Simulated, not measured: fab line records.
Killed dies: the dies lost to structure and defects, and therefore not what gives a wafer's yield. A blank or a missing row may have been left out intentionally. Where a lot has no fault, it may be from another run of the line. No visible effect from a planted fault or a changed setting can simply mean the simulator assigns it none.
Matching of chambers || flow nand harc || rie diel-10 running NHARC_A_BONDPAD_STRIP_15: 4 sister chambers
The step strips in O2. 4 wafers are shown with their chamber, then 12 later ones without.

## WAFERS PAIRED WITH THEIR CHAMBERS
{"wafer": "L090.3", "chamber": 3, "showerhead plenum p Torr (Torr)": 3.77}
{"wafer": "L092.1", "chamber": 2, "showerhead plenum p Torr (Torr)": 3.33}
{"wafer": "L092.2", "chamber": 0, "showerhead plenum p Torr (Torr)": 3.34}
{"wafer": "L092.5", "chamber": 1, "showerhead plenum p Torr (Torr)": 3.48}

## WAFERS WHOSE CHAMBER IS MISSING
{"wafer": "L094.2", "showerhead plenum p Torr (Torr)": 3.33}
{"wafer": "L094.3", "showerhead plenum p Torr (Torr)": 3.48}
{"wafer": "L094.4", "showerhead plenum p Torr (Torr)": 3.76}
{"wafer": "L094.1", "showerhead plenum p Torr (Torr)": 3.33}
{"wafer": "L094.5", "showerhead plenum p Torr (Torr)": 3.34}
{"wafer": "L094.6", "showerhead plenum p Torr (Torr)": 3.76}
{"wafer": "L095.1", "showerhead plenum p Torr (Torr)": 3.48}
{"wafer": "L095.2", "showerhead plenum p Torr (Torr)": 3.34}
{"wafer": "L095.4", "showerhead plenum p Torr (Torr)": 3.32}
{"wafer": "L097.3", "showerhead plenum p Torr (Torr)": 3.48}
{"wafer": "L097.5", "showerhead plenum p Torr (Torr)": 3.76}
{"wafer": "L097.6", "showerhead plenum p Torr (Torr)": 3.33}

## THE CHAMBER EACH PASSED THROUGH
{"wafer": "L094.2", "from the rows above": "can't be placed: 2 or 0", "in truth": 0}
{"wafer": "L094.3", "from the rows above": 1, "in truth": 1}
{"wafer": "L094.4", "from the rows above": 3, "in truth": 3}
{"wafer": "L094.1", "from the rows above": "can't be placed: 2 or 0", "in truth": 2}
{"wafer": "L094.5", "from the rows above": "can't be placed: 0 or 2", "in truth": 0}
{"wafer": "L094.6", "from the rows above": 3, "in truth": 3}
{"wafer": "L095.1", "from the rows above": 1, "in truth": 1}
{"wafer": "L095.2", "from the rows above": "can't be placed: 0 or 2", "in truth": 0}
{"wafer": "L095.4", "from the rows above": "can't be placed: 2 or 0", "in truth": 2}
{"wafer": "L097.3", "from the rows above": 1, "in truth": 1}
{"wafer": "L097.5", "from the rows above": 3, "in truth": 3}
{"wafer": "L097.6", "from the rows above": "can't be placed: 2 or 0", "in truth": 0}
Correct placement for 6 of the 12. Unplaceable from these rows: 6, with the true chamber sitting among the candidates in 6. Number placed wrongly: 0.
How it was worked out, from the rows above alone: a wafer's distance from a chamber is the root of the sum, over the readings, of the square of ((its reading less the chamber's mean) divided by the reading's scatter). The wafer belongs to the nearest chamber; if the next one is less than 2 further off, it can't be placed. The mean given for a chamber averages the wafers shown for that chamber. The scatter: with one shown wafer a chamber, the root of the mean of the squares of how far each hidden wafer lies from its nearest shown one.
